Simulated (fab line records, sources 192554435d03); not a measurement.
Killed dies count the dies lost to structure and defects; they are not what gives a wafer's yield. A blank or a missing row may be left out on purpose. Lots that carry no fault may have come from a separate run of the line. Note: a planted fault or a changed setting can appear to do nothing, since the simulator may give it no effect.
fab line records ; flow n5Finfet ; part 1 of 2: steps 1 to 3 of 6
record lots=23; wafers=69; lastDay=17
route steps=1938 shown BEOL_M5@1138
lots untouched by any fault: they come from a run of this same line in which no faults occurred
startH: hours from the record's opening day to when the first of the lot's shown wafers began ; waitH: hours elapsed since this lot's preceding step ; " as in the row above ; L1.1+2: several wafers, shown together as one row ; - no value, or no start was given ; * or withheld: withheld ; < > ~ a bound
route shown NAME@n: NAME is a module with steps in the file, n the number in the route of the first one ; usual: the fault-free wafers' mean and standard deviation ; same: alike in all rows ; chamber/n: place in a boat ; sites: the reading at each site ; _std_site: the values' standard deviation ; _edge_site: outer sites' mean less inner sites' ; radiusMm: for every site, how far away it sits from the centre of the wafer ; mask NAME#n: copy n ; behind: tool/chamber where the wafer was last shaped ; hold: the reason the lot was held/the length of the hold in hours/how it ended ; device: which transistor (n, p or np) failed to switch ; end of line: tests run on the same wafers once the route is complete ; a step given without rows: its recipe and nothing more ; killed: not the wafer's yield, but the dies lost to structure and defects at the first sort ; map: shows each die of a wafer: x if killed, . if not, _ if none is there
set.NAME: the setting that was run; set.NAME@STEP: the one run at that earlier step ; model.NAME: the simulator's own value behind a step, which no gauge read
steps of the route over a sample of lots; a table a step, a row a wafer
services: the hour from which a tool's chamber was out of use, counted from the record's first day as startH (under 0 if before that day), plus the number of hours and why
## steps
# step N5_BEOL_M5_CD_MEAS_18
# recipe pitchNm=56; targetCdNm=28
# usual cdNm=28.18/0.25
lot.wafer;tool;chamber;startH;waitH;cdNm
L074.3;cdSem-03;-;159.20;0.1;27.79
L074.4;cdSem-03;-;159.20;0.1;28.17
L074.5;cdSem-03;-;159.20;0.1;28.15
L075.2;cdSem-03;-;180.36;0.1;28.27
L075.3;cdSem-03;-;180.36;0.1;27.65
L075.5;cdSem-03;-;180.36;0.1;28.38
L076.2;cdSem-01;-;183.07;0.1;28.07
L076.4;cdSem-01;-;183.07;0.1;28.29
L076.6;cdSem-01;-;183.07;0.1;28.16
L077.2;cdSem-02;-;186.49;0.1;27.87
L077.4;cdSem-02;-;186.49;0.1;28.00
L077.5;cdSem-02;-;186.49;0.1;28.41
L078.3;cdSem-01;-;189.33;0.1;28.34
L078.4;cdSem-01;-;189.33;0.1;28.62
L078.5;cdSem-01;-;189.33;0.1;28.54
L079.1;cdSem-03;-;199.29;0.0;28.37
L079.2;cdSem-03;-;199.29;0.0;28.19
L079.6;cdSem-03;-;199.29;0.0;27.91
L082.1;cdSem-01;-;209.71;0.0;27.87
L082.3;cdSem-01;-;209.71;0.0;28.02
L082.6;cdSem-01;-;209.71;0.0;27.98
L081.2;cdSem-03;-;214.45;0.1;28.32
L081.3;cdSem-03;-;214.45;0.1;27.91
L081.4;cdSem-03;-;214.45;0.1;28.38
L083.2;cdSem-03;-;217.41;0.1;28.43
L083.3;cdSem-03;-;217.41;0.1;28.71
L083.6;cdSem-03;-;217.41;0.1;28.27
L084.2;cdSem-03;-;229.33;0.1;28.19
L084.3;cdSem-03;-;229.33;0.1;28.04
L084.6;cdSem-03;-;229.33;0.1;28.42
L085.1;cdSem-02;-;231.25;0.0;28.23
L085.4;cdSem-02;-;231.25;0.0;28.22
L085.5;cdSem-02;-;231.25;0.0;28.41
L087.3;cdSem-03;-;246.11;0.1;27.96
L087.4;cdSem-03;-;246.11;0.1;28.10
L087.6;cdSem-03;-;246.11;0.1;28.01
L086.4;cdSem-03;-;249.28;0.1;28.37
L086.5;cdSem-03;-;249.28;0.1;28.32
L086.6;cdSem-03;-;249.28;0.1;28.59
L089.1;cdSem-03;-;252.58;0.0;28.08
L089.2;cdSem-03;-;252.58;0.0;28.20
L089.4;cdSem-03;-;252.58;0.0;28.11
L088.1;cdSem-03;-;258.75;0.0;28.60
L088.4;cdSem-03;-;258.75;0.0;28.29
L088.6;cdSem-03;-;258.75;0.0;28.00
L090.2;cdSem-01;-;261.45;0.1;28.09
L090.3;cdSem-01;-;261.45;0.1;27.95
L090.5;cdSem-01;-;261.45;0.1;27.67
L091.1;cdSem-03;-;273.37;0.0;28.24
L091.3;cdSem-03;-;273.37;0.0;27.70
L091.6;cdSem-03;-;273.37;0.0;27.73
L092.3;cdSem-02;-;278.97;0.1;28.30
L092.5;cdSem-02;-;278.97;0.1;28.36
L092.6;cdSem-02;-;278.97;0.1;28.56
L093.2;cdSem-03;-;281.81;0.1;28.06
L093.4;cdSem-03;-;281.81;0.1;27.83
L093.6;cdSem-03;-;281.81;0.1;28.04
L094.1;cdSem-02;-;282.21;0.0;28.29
L094.5;cdSem-02;-;282.21;0.0;28.08
L094.6;cdSem-02;-;282.21;0.0;27.52
L095.2;cdSem-01;-;288.85;0.1;28.00
L095.4;cdSem-01;-;288.85;0.1;28.16
L095.6;cdSem-01;-;288.85;0.1;28.63
L096.1;cdSem-03;-;297.96;0.0;28.09
L096.2;cdSem-03;-;297.96;0.0;28.37
L096.6;cdSem-03;-;297.96;0.0;28.42
L097.2;cdSem-03;-;313.49;0.1;27.96
L097.3;cdSem-03;-;313.49;0.1;28.43
L097.5;cdSem-03;-;313.49;0.1;27.97
# step N5_BEOL_M5_DESCUM_33
# recipe chemistry=O2; timeS=7; sourcePowerW=50; biasPowerW=20; pressureMtorr=20; rfFrequencyHz=2.712e+07; tempC=40; resist=CAR-EUV; o2FlowSccm=225
# usual drypumpMotorCurrentA=5.9/0.45; oesProductAu=0.81/0.08; rfVppV=243.4/1.6; showerheadPlenumPTorr=2.11/0.087; tempC=40.00/0.11; throttleValvePct=20.40/0.22
lot.wafer;tool;chamber;startH;waitH;drypumpMotorCurrentA;oesProductAu;rfHoursCounterH;rfVppV;showerheadPlenumPTorr;tempC;throttleValvePct
L074.3;rieDiel-03;1;160.18;0.5;6.0;0.74;158;243.0;2.18;40.10;20.64
L074.4;rieDiel-03;3;160.18;0.5;5.3;0.68;244;241.7;2.06;39.95;20.74
L074.5;rieDiel-03;0;160.18;0.5;6.6;0.91;-;242.7;2.05;40.05;20.29
L075.2;rieDiel-03;0;180.84;0.0;6.7;0.90;21;242.6;2.05;40.15;20.29
L075.3;rieDiel-03;2;180.84;0.0;5.3;0.76;146;242.0;2.01;39.71;20.51
L075.5;rieDiel-03;2;180.84;0.0;5.3;0.75;-;242.2;2.01;40.04;20.53
L076.2;rieDiel-03;1;184.80;1.2;5.9;0.73;167;244.9;2.18;40.02;20.65
L076.4;rieDiel-03;2;184.80;1.2;5.3;0.75;-;242.7;2.01;39.82;20.52
L076.6;rieDiel-03;1;184.80;1.2;5.9;0.73;-;243.2;2.18;39.97;20.66
L077.2;rieDiel-02;1;188.04;1.1;6.2;0.74;154;244.3;2.18;39.96;20.10
L077.4;rieDiel-02;0;188.04;1.1;6.0;0.83;76;245.8;2.21;40.14;20.12
L077.5;rieDiel-02;0;188.04;1.1;6.1;0.83;-;246.0;2.21;40.16;20.11
L078.3;rieDiel-03;1;191.09;0.0;5.9;0.73;171;245.9;2.18;40.15;20.67
L078.4;rieDiel-03;1;191.09;0.0;5.9;0.74;-;243.4;2.18;40.12;20.64
L078.5;rieDiel-03;2;191.09;0.0;5.3;0.76;-;241.6;2.01;40.02;20.52
L079.1;rieDiel-06;2;199.85;0.0;5.2;0.87;44;243.1;2.13;40.21;20.39
L079.2;rieDiel-06;0;199.85;0.0;6.0;0.67;242;242.9;2.06;40.00;20.60
L079.6;rieDiel-06;2;199.85;0.0;5.2;0.88;-;244.1;2.13;40.01;20.39
L082.1;rieDiel-02;1;210.37;0.0;6.2;0.74;161;244.8;2.18;40.04;20.11
L082.3;rieDiel-02;3;210.37;0.0;5.6;0.93;19;247.3;2.24;39.96;20.30
L082.6;rieDiel-02;3;210.37;0.0;5.6;0.92;-;245.0;2.24;40.01;20.31
L081.2;rieDiel-03;3;216.05;0.0;5.4;0.95;5;242.3;2.05;40.00;20.38
L081.3;rieDiel-03;1;216.05;0.0;5.9;0.72;178;245.0;2.17;40.29;20.68
L081.4;rieDiel-03;0;216.05;0.0;6.7;0.87;34;243.3;2.04;40.01;20.32
L083.2;rieDiel-02;3;218.79;0.1;5.6;0.92;21;245.7;2.24;39.90;20.30
L083.3;rieDiel-02;2;218.79;0.1;6.2;0.73;201;240.0;1.98;40.13;20.76
L083.6;rieDiel-02;0;218.79;0.1;6.0;0.82;-;244.8;2.21;39.91;20.13
L084.2;rieDiel-02;1;229.99;0.3;6.2;0.73;169;245.4;2.17;40.06;20.14
L084.3;rieDiel-02;0;229.99;0.3;6.0;0.82;87;245.1;2.20;40.00;20.14
L084.6;rieDiel-02;0;229.99;0.3;6.0;0.82;-;243.6;2.20;40.03;20.15
L085.1;rieDiel-03;2;231.72;0.1;5.3;0.73;163;241.2;2.01;40.03;20.55
L085.4;rieDiel-03;1;231.72;0.1;5.9;0.73;183;245.2;2.17;39.98;20.67
L085.5;rieDiel-03;1;231.72;0.1;6.0;0.72;-;244.7;2.17;40.02;20.68
L087.3;rieDiel-03;2;246.70;0.0;5.3;0.74;168;242.3;2.00;39.90;20.54
L087.4;rieDiel-03;1;246.70;0.0;5.9;0.73;187;245.5;2.17;39.95;20.69
L087.6;rieDiel-03;3;246.70;0.0;5.4;0.92;-;242.3;2.05;39.94;20.41
L086.4;rieDiel-02;1;252.61;1.5;6.3;0.73;176;243.3;2.17;40.05;20.13
L086.5;rieDiel-02;3;252.61;1.5;5.6;0.89;-;243.8;2.23;40.02;20.33
L086.6;rieDiel-02;0;252.61;1.5;6.0;0.81;-;243.7;2.20;40.11;20.17
L089.1;rieDiel-02;0;253.42;0.2;6.0;0.80;95;244.9;2.20;39.86;20.14
L089.2;rieDiel-02;3;253.42;0.2;5.6;0.90;34;245.7;2.23;39.93;20.32
L089.4;rieDiel-02;2;253.42;0.2;6.2;0.72;211;241.5;1.98;40.08;20.78
L088.1;rieDiel-06;2;260.49;0.2;5.2;0.84;64;243.9;2.13;40.06;20.44
L088.4;rieDiel-06;2;260.49;0.2;5.3;0.87;-;244.0;2.13;39.96;20.42
L088.6;rieDiel-06;2;260.49;0.2;5.2;0.85;-;243.6;2.13;39.96;20.43
L090.2;rieDiel-02;2;262.01;0.0;6.2;0.72;214;242.1;1.98;39.99;20.77
L090.3;rieDiel-02;1;262.01;0.0;6.2;0.72;180;244.2;2.17;39.89;20.14
L090.5;rieDiel-02;1;262.01;0.0;6.2;0.72;-;244.9;2.17;40.02;20.15
L091.1;rieDiel-02;0;274.12;0.1;6.0;0.80;102;244.1;2.20;40.03;20.15
L091.3;rieDiel-02;3;274.12;0.1;5.6;0.88;41;245.1;2.23;39.78;20.33
L091.6;rieDiel-02;2;274.12;0.1;6.2;0.72;-;241.3;1.98;39.89;20.79
L092.3;rieDiel-03;2;279.85;0.0;5.3;0.74;176;242.9;2.00;40.08;20.57
L092.5;rieDiel-03;1;279.85;0.0;5.9;0.72;-;245.0;2.17;40.17;20.72
L092.6;rieDiel-03;2;279.85;0.0;5.3;0.74;-;242.0;2.00;40.04;20.58
L093.2;rieDiel-06;1;283.46;0.0;6.1;0.87;45;244.3;2.13;39.93;20.15
L093.4;rieDiel-06;0;283.46;0.0;5.9;0.95;9;241.9;2.06;40.03;20.27
L093.6;rieDiel-06;2;283.46;0.0;5.2;0.83;-;243.2;2.12;40.15;20.45
L094.1;rieDiel-03;3;283.62;0.0;5.3;0.89;25;242.0;2.04;40.20;20.40
L094.5;rieDiel-03;2;283.62;0.0;5.3;0.72;-;241.2;2.00;40.14;20.56
L094.6;rieDiel-03;3;283.62;0.0;5.4;0.90;-;242.3;2.04;40.08;20.41
L095.2;rieDiel-02;1;289.58;0.1;6.2;0.71;188;244.5;2.17;39.88;20.14
L095.4;rieDiel-02;2;289.58;0.1;6.2;0.71;223;241.4;1.98;39.93;20.78
L095.6;rieDiel-02;0;289.58;0.1;6.1;0.80;-;244.9;2.20;40.06;20.17
L096.1;rieDiel-02;2;300.62;0.5;6.2;0.72;225;241.8;1.98;40.10;20.80
L096.2;rieDiel-02;1;300.62;0.5;6.2;0.72;190;243.9;2.17;39.91;20.17
L096.6;rieDiel-02;1;300.62;0.5;6.2;0.72;-;244.2;2.17;39.86;20.16
L097.2;rieDiel-03;2;314.13;0.2;5.3;0.72;186;240.4;2.00;40.26;20.59
L097.3;rieDiel-03;3;314.13;0.2;5.3;0.87;34;243.6;2.04;40.03;20.44
L097.5;rieDiel-03;3;314.13;0.2;5.3;0.87;-;242.6;2.04;40.27;20.44
# step N5_BEOL_M5_ETCH_75
# recipe chemistry=N2/H2; target=underlayer; targetDepthA=65; maskMaterial=CAR-EUV; timeS=5.2; ionEnergyEv=200; pressureMtorr=30; sourceW=840; biasW=150; n2FlowSccm=200; h2FlowSccm=200; ends=cleared
# usual drypumpMotorCurrentA=5.9/0.45; etchRfOnTimeS=5.20/0.11; oesProductAu=0.69/0.07; rfVppV=525/3.1; showerheadPlenumPTorr=2.57/0.1; throttleValvePct=17.86/0.28
lot.wafer;tool;chamber;startH;waitH;drypumpMotorCurrentA;etchRfOnTimeS;oesProductAu;rfHoursCounterH;rfVppV;showerheadPlenumPTorr;throttleValvePct
L074.3;rieDiel-03;1;160.22;0.0;5.9;5.24;0.64;158;527;2.66;18.21
L074.4;rieDiel-03;3;160.22;0.0;5.3;5.33;0.58;244;527;2.50;18.16
L074.5;rieDiel-03;0;160.22;0.0;6.6;5.11;0.78;-;524;2.50;17.73
L075.2;rieDiel-03;0;180.87;0.0;6.7;5.22;0.76;21;521;2.49;17.76
L075.3;rieDiel-03;2;180.87;0.0;5.3;5.35;0.64;146;520;2.45;18.10
L075.5;rieDiel-03;2;180.87;0.0;5.3;5.40;0.66;-;521;2.45;18.10
L076.2;rieDiel-03;1;184.83;0.0;5.9;5.35;0.63;167;528;2.65;18.23
L076.4;rieDiel-03;2;184.83;0.0;5.3;5.38;0.64;-;521;2.45;18.12
L076.6;rieDiel-03;1;184.83;0.0;6.0;5.37;0.62;-;524;2.65;18.23
L077.2;rieDiel-02;1;188.08;0.0;6.3;5.23;0.64;154;527;2.65;17.53
L077.4;rieDiel-02;0;188.08;0.0;6.0;5.22;0.71;76;529;2.68;17.51
L077.5;rieDiel-02;0;188.08;0.0;6.1;5.22;0.69;-;529;2.68;17.52
L078.3;rieDiel-03;1;191.12;0.0;5.9;5.30;0.62;171;528;2.65;18.23
L078.4;rieDiel-03;1;191.12;0.0;5.9;5.28;0.63;-;527;2.65;18.24
L078.5;rieDiel-03;2;191.12;0.0;5.3;5.31;0.65;-;522;2.45;18.10
L079.1;rieDiel-06;2;199.88;0.0;5.2;5.20;0.74;44;525;2.58;17.75
L079.2;rieDiel-06;0;199.88;0.0;5.9;5.30;0.57;242;521;2.50;18.04
L079.6;rieDiel-06;2;199.88;0.0;5.2;5.22;0.75;-;526;2.58;17.77
L082.1;rieDiel-02;1;210.40;0.0;6.2;5.21;0.63;161;527;2.65;17.52
L082.3;rieDiel-02;3;210.40;0.0;5.5;4.99;0.80;19;529;2.71;17.64
L082.6;rieDiel-02;3;210.40;0.0;5.6;5.06;0.80;-;529;2.71;17.62
L081.2;rieDiel-03;3;216.08;0.0;5.3;5.05;0.81;5;523;2.50;17.79
L081.3;rieDiel-03;1;216.08;0.0;5.9;5.32;0.63;178;524;2.65;18.25
L081.4;rieDiel-03;0;216.08;0.0;6.7;5.16;0.75;34;522;2.49;17.78
L083.2;rieDiel-02;3;218.82;0.0;5.6;4.98;0.79;21;527;2.71;17.65
L083.3;rieDiel-02;2;218.82;0.0;6.2;5.20;0.63;201;521;2.42;18.25
L083.6;rieDiel-02;0;218.82;0.0;6.0;5.19;0.71;-;528;2.68;17.51
L084.2;rieDiel-02;1;230.03;0.0;6.3;5.21;0.63;169;527;2.65;17.54
L084.3;rieDiel-02;0;230.03;0.0;6.0;5.21;0.69;87;527;2.68;17.49
L084.6;rieDiel-02;0;230.03;0.0;6.1;5.16;0.70;-;526;2.68;17.51
L085.1;rieDiel-03;2;231.76;0.0;5.3;5.30;0.63;163;519;2.45;18.15
L085.4;rieDiel-03;1;231.76;0.0;5.9;5.30;0.62;183;527;2.65;18.24
L085.5;rieDiel-03;1;231.76;0.0;5.9;5.28;0.61;-;525;2.64;18.26
L087.3;rieDiel-03;2;246.73;0.0;5.3;5.33;0.63;168;521;2.44;18.14
L087.4;rieDiel-03;1;246.73;0.0;6.0;5.34;0.61;187;526;2.64;18.24
L087.6;rieDiel-03;3;246.73;0.0;5.4;5.09;0.79;-;525;2.50;17.78
L086.4;rieDiel-02;1;252.64;0.0;6.3;5.24;0.62;176;527;2.64;17.56
L086.5;rieDiel-02;3;252.64;0.0;5.6;4.94;0.78;-;529;2.70;17.65
L086.6;rieDiel-02;0;252.64;0.0;6.0;5.15;0.70;-;529;2.67;17.54
L089.1;rieDiel-02;0;253.46;0.0;6.0;5.22;0.69;95;525;2.67;17.54
L089.2;rieDiel-02;3;253.46;0.0;5.6;5.01;0.76;34;530;2.70;17.66
L089.4;rieDiel-02;2;253.46;0.0;6.2;5.24;0.61;211;523;2.41;18.26
L088.1;rieDiel-06;2;260.54;0.0;5.2;5.21;0.72;64;525;2.57;17.79
L088.4;rieDiel-06;2;260.54;0.0;5.2;5.27;0.72;-;528;2.57;17.78
L088.6;rieDiel-06;2;260.54;0.0;5.2;5.28;0.72;-;523;2.57;17.80
L090.2;rieDiel-02;2;262.04;0.0;6.2;5.24;0.62;214;519;2.41;18.29
L090.3;rieDiel-02;1;262.04;0.0;6.2;5.23;0.62;180;527;2.64;17.58
L090.5;rieDiel-02;1;262.04;0.0;6.2;5.19;0.62;-;526;2.64;17.58
L091.1;rieDiel-02;0;274.16;0.0;6.0;5.29;0.68;102;528;2.67;17.56
L091.3;rieDiel-02;3;274.16;0.0;5.6;5.06;0.75;41;526;2.70;17.70
L091.6;rieDiel-02;2;274.16;0.0;6.2;5.26;0.61;-;521;2.41;18.28
L092.3;rieDiel-03;2;279.88;0.0;5.3;5.28;0.62;176;522;2.44;18.17
L092.5;rieDiel-03;1;279.88;0.0;5.9;5.31;0.60;-;526;2.64;18.26
L092.6;rieDiel-03;2;279.88;0.0;5.3;5.30;0.62;-;522;2.44;18.15
L093.2;rieDiel-06;1;283.49;0.0;6.2;5.11;0.75;45;527;2.58;17.51
L093.4;rieDiel-06;0;283.49;0.0;6.0;5.15;0.81;9;524;2.49;17.65
L093.6;rieDiel-06;2;283.49;0.0;5.2;5.23;0.71;-;526;2.57;17.83
L094.1;rieDiel-03;3;283.66;0.0;5.3;5.11;0.76;25;522;2.49;17.80
L094.5;rieDiel-03;2;283.66;0.0;5.3;5.30;0.62;-;520;2.44;18.14
L094.6;rieDiel-03;3;283.66;0.0;5.4;5.11;0.76;-;523;2.49;17.79
L095.2;rieDiel-02;1;289.61;0.0;6.2;5.29;0.61;188;527;2.64;17.60
L095.4;rieDiel-02;2;289.61;0.0;6.2;5.29;0.61;223;519;2.41;18.28
L095.6;rieDiel-02;0;289.61;0.0;6.1;5.27;0.68;-;525;2.67;17.54
L096.1;rieDiel-02;2;300.66;0.0;6.2;5.24;0.60;225;522;2.41;18.29
L096.2;rieDiel-02;1;300.66;0.0;6.3;5.23;0.60;190;526;2.64;17.58
L096.6;rieDiel-02;1;300.66;0.0;6.2;5.20;0.61;-;528;2.64;17.59
L097.2;rieDiel-03;2;314.17;0.0;5.3;5.38;0.61;186;522;2.44;18.17
L097.3;rieDiel-03;3;314.17;0.0;5.3;5.12;0.75;34;522;2.49;17.82
L097.5;rieDiel-03;3;314.17;0.0;5.3;5.17;0.74;-;522;2.49;17.82
